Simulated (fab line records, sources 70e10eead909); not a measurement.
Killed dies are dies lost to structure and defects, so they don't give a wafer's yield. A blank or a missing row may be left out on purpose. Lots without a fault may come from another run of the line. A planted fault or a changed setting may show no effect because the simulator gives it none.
Which tool did it? | flow nand_harc | 6 lots, 17 wafers sampled, at 5 steps of a route of 1302

WHAT THE GAUGES READ, wafer by wafer
NHARC_END_SORT_01.
lot  | measured     | on        | killed_at_array
L696 | day 30 17:21 | prober-01 | 67 437

WHICH TOOL RAN EACH LOT (tool, then ch and the chambers of the sampled wafers, then the start)
lot  | NHARC_A_SGD_CUT_DEP_00          | NHARC_A_BONDPAD_ETCH_12                       | NHARC_A_BONDPAD_PVD_17                  | NHARC_THIN_TSV_ETCHBACK_48
L685 | pecvd-01 ch 0,2, day 20 11:29   | rie_diel-08 ch 0,2, day 25 03:47 or earlier   | pvd_sputter-02, day 25 03:47 or earlier | rie_diel-09 ch 1,3, day 25 03:47
L687 | pecvd-04 ch 1,2, day 20 20:08   | rie_diel-04 ch 1,3, day 25 22:28 or earlier   | pvd_sputter-03, day 25 22:28 or earlier | rie_diel-09 ch 1,2, day 25 22:28
L688 | pecvd-03 ch 0,1, day 22 06:46   | rie_diel-03 ch 0,1,3, day 26 23:29 or earlier | pvd_sputter-03, day 26 23:29 or earlier | rie_diel-09 ch 0,1,3, day 26 23:29
L691 | pecvd-01 ch 1,2, day 23 07:23   | rie_diel-03 ch 1,2,3, day 27 18:36 or earlier | pvd_sputter-03, day 27 18:36 or earlier | rie_diel-05 ch 1,2, day 27 18:36
L696 | pecvd-01 ch 0,2, day 25 13:36   | rie_diel-03 ch 3, day 30 01:31 or earlier     | pvd_sputter-03, day 30 01:31 or earlier | rie_diel-05 ch 0, day 30 01:31
L704 | pecvd-04 ch 0,1,2, day 28 15:31 | rie_diel-04 ch 2,3, day 33 05:52 or earlier   | pvd_sputter-02, day 33 05:52 or earlier | rie_diel-13 ch 0,3, day 33 05:52
- NHARC_A_SGD_CUT_DEP_00: deposits SiNx, target thk 50 nm.
- NHARC_A_BONDPAD_ETCH_12: etches the open film in CHF3/O2, target depth 220 nm, time 110 s.
- NHARC_A_BONDPAD_PVD_17: deposits TaN, target thk 5 nm, time 8.06 s.
- NHARC_THIN_TSV_ETCHBACK_48: etches the open film in C4F8/Ar, target depth 1028.5 nm, time 405.17 s.

THE ANSWER, worked out from the rows above alone
Rule: what is usual is taken from the lots themselves. Put in order of their means at a reading, lots are off if they are a third of the lots or fewer, leave a main group of 4 or more, and stand apart from it by a gap of 3 or more times the standard deviation of the main group's means; of several such gaps the widest counts. A main group whose means are all the same, to the digits that the tables above print for the reading, isn't used. A lot without any number at a reading at which 4 lots or more have one is off too. The other lots that the step has rows for count as sound.
No lot is off at any reading shown: from this, nothing can be told.

WHAT THE SIMULATOR HAD PUT IN
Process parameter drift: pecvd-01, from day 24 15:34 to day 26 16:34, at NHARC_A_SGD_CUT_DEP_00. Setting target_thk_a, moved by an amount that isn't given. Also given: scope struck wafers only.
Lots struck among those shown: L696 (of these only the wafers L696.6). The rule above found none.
